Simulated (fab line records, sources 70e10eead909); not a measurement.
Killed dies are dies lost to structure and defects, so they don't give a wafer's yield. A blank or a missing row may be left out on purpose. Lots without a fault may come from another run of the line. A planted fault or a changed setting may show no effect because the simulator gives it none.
Which tool did it? | flow nand_harc | 6 lots, 18 wafers sampled, at 5 steps of a route of 1302

WHAT THE GAUGES READ, wafer by wafer
NHARC_END_SORT_01.
lot  | measured     | on        | killed_at_array
L278 | day 32 05:19 | prober-01 | 675 673 675

WHICH TOOL RAN EACH LOT (tool, then ch and the chambers of the sampled wafers, then the start)
lot  | NHARC_A_STAIRCASE_ETCH_21                     | NHARC_A_STAIRCASE_TRIM_196         | NHARC_A_STAIRCASE_ETCH_201                    | NHARC_A_STAIRCASE_ETCH_203
L266 | rie_diel-05 ch 0,3, day 18 11:58 or earlier   | rie_diel-05 ch 0,1,3, day 18 11:58 | rie_diel-05 ch 0,3, day 18 12:52 or earlier   | rie_diel-05 ch 1,2,3, day 18 12:52
L267 | rie_diel-05 ch 2,3, day 19 04:22 or earlier   | rie_diel-12 ch 0,1,2, day 19 04:22 | rie_diel-12 ch 0,3, day 19 05:16 or earlier   | rie_diel-12 ch 2,3, day 19 05:16
L270 | rie_diel-05 ch 0,1,3, day 20 05:59 or earlier | rie_diel-12 ch 0,2,3, day 20 05:59 | rie_diel-12 ch 1,3, day 20 06:51 or earlier   | rie_diel-12 ch 1,3, day 20 06:51
L274 | rie_diel-12 ch 0,2,3, day 21 19:55 or earlier | rie_diel-12 ch 0,1,2, day 21 19:55 | rie_diel-12 ch 0,1,2, day 21 20:58 or earlier | rie_diel-12 ch 1,2,3, day 21 20:58
L278 | rie_diel-12 ch 0,1,2, day 23 16:26 or earlier | rie_diel-04 ch 0,1,3, day 23 16:26 | rie_diel-04 ch 0,1,3, day 23 17:19 or earlier | rie_diel-04 ch 0,1,2, day 23 17:19
L282 | rie_diel-05 ch 0,2,3, day 25 06:05 or earlier | rie_diel-12 ch 1,2,3, day 25 06:05 | rie_diel-12 ch 1,2,3, day 25 07:04 or earlier | rie_diel-12 ch 1,2,3, day 25 07:04
- NHARC_A_STAIRCASE_ETCH_21: etches the open film in C4F8/O2, target depth 100 nm, time 40.5 s.
- NHARC_A_STAIRCASE_TRIM_196: chemistry O2, time 211.2 s.
- NHARC_A_STAIRCASE_ETCH_201: etches the open film in C4F8/O2, target depth 100 nm, time 40.5 s.
- NHARC_A_STAIRCASE_ETCH_203: etches the open film in C4F8/O2, target depth 100 nm, time 40.5 s.

THE ANSWER, worked out from the rows above alone
Rule: what is usual is taken from the lots themselves. Put in order of their means at a reading, lots are off if they are a third of the lots or fewer, leave a main group of 4 or more, and stand apart from it by a gap of 3 or more times the standard deviation of the main group's means; of several such gaps the widest counts. A main group whose means are all the same, to the digits that the tables above print for the reading, isn't used. A lot without any number at a reading at which 4 lots or more have one is off too. The other lots that the step has rows for count as sound.
No lot is off at any reading shown: from this, nothing can be told.

WHAT THE SIMULATOR HAD PUT IN
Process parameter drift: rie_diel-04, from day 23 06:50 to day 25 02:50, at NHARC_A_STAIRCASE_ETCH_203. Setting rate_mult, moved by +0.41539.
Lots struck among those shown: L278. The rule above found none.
